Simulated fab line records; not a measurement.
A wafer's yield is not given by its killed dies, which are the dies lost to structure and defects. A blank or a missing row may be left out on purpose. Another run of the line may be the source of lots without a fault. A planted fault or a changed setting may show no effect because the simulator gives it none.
Struck lot and sound lot, side by side    flow nand harc    14 out of 1302 route steps
Sound: these wafers, L165.1, L165.2, L165.3. Struck: wafer L169.6; the same lot's L169.5 was not struck, so it is left out; see the end for the cause.
Per side, at each step with rows, come the tool, then ch with its chambers, and then its first start. Under that, the readings that differ: sound wafers    struck wafers    difference of the means    sigmas: that difference in standard deviations of wafers without a fault.
alike: same words and numbers on both sides, and readings whose means sit less than 2 such deviations apart. not compared: any withheld reading, any reading some wafer has no value for, any bound like >300 that may hide the same value, and any number with overlapping values for which the record gives no deviation.
A row with sigmas, a row that says differs or no value, or rows on one side alone: a step with any of these is where the two part. Non-overlapping numbers with no deviation appear without sigmas and do not part them. A reading missing from all wafers of one side parts the sides only when that side holds two or more wafers.

first, 3 steps without rows for these wafers: NHARC_A_STAIRCASE_TRIM_12 (chemistry O2, time 211.2 s); NHARC_A_STAIRCASE_ETCH_13 (etches the open film in C4F8/O2, target depth 100 nm, time 40.5 s); NHARC_A_STAIRCASE_TRIM_14 (chemistry O2, time 211.2 s).
NHARC_A_STAIRCASE_ETCH_15: etches the open film in C4F8/O2, target depth 100 nm, time 40.5 s.
  sound on rie diel-12 ch 0,1,3; struck on rie diel-12 ch 2
  alike: bias w, oes product au, rf vpp V, run length s
  not compared: rf hours counter h
then, 4 steps without rows for these wafers: NHARC_A_STAIRCASE_TRIM_16 (chemistry O2, time 211.2 s); NHARC_A_STAIRCASE_ETCH_17 (etches the open film in C4F8/O2, target depth 100 nm, time 40.5 s); NHARC_A_STAIRCASE_TRIM_18 (chemistry O2, time 211.2 s); NHARC_A_STAIRCASE_ETCH_19 (etches the open film in C4F8/O2, target depth 100 nm, time 40.5 s).
NHARC_A_STAIRCASE_TRIM_20: chemistry O2, time 211.2 s.
  sound on rie diel-12 ch 0,2,3, day 21 23:54; struck on rie diel-06 ch 1, day 23 06:12
reading                 sound                 struck  difference  sigmas
throttle valve pct (%)  17.060 17.038 17.045  17.028  -0.020      -2
  alike: drypump motor current A, oes product au, rf vpp V, showerhead plenum p Torr
  not compared: rf hours counter h
NHARC_A_STAIRCASE_ETCH_21: etches the open film in C4F8/O2, target depth 100 nm, time 40.5 s.
  sound on rie diel-12 ch 0,1,2; struck on rie diel-06 ch 2
  alike: bias w, oes product au, rf vpp V, run length s
  not compared: rf hours counter h
NHARC_A_STAIRCASE_TRIM_22: chemistry O2, time 211.2 s.
  sound on rie diel-12 ch 1,2,3; struck on rie diel-06 ch 0
  alike: drypump motor current A, oes product au, rf vpp V, showerhead plenum p Torr, throttle valve pct
  not compared: rf hours counter h
NHARC_A_STAIRCASE_ETCH_23: etches the open film in C4F8/O2, target depth 100 nm, time 40.5 s.
  sound on rie diel-12 ch 0,1,3, day 22 00:20; struck on rie diel-06 ch 0, day 23 06:37
reading           sound           struck  difference  sigmas
run length s (s)  62.0 62.2 61.4  36.4    -25.5       -62
  alike: oes product au, rf vpp V
  not compared: bias w, rf hours counter h
NHARC_A_STAIRCASE_TRIM_24: chemistry O2, time 211.2 s.
  sound on rie diel-12 ch 0,2,3; struck on rie diel-06 ch 2
reading                      sound        struck  difference  sigmas
drypump motor current A (A)  5.8 6.2 5.9  5.1     -0.9        -2
  alike: oes product au, rf vpp V, showerhead plenum p Torr, throttle valve pct
  not compared: rf hours counter h
-- the record jumps here: 10 days lie between the struck wafers' starts before and after (it left off in module A_STAIRCASE and takes up again in module END, whose first step shown is number 1302 of the route) --
NHARC_END_SORT_01:
  the record has rows for the struck wafers here (prober-01 ch 0, day 32 19:44) and none for the sound ones

== WHERE THEY PART ==
First at NHARC_A_STAIRCASE_TRIM_20; last, within this record, at NHARC_END_SORT_01.

WHY: what the simulator had put in
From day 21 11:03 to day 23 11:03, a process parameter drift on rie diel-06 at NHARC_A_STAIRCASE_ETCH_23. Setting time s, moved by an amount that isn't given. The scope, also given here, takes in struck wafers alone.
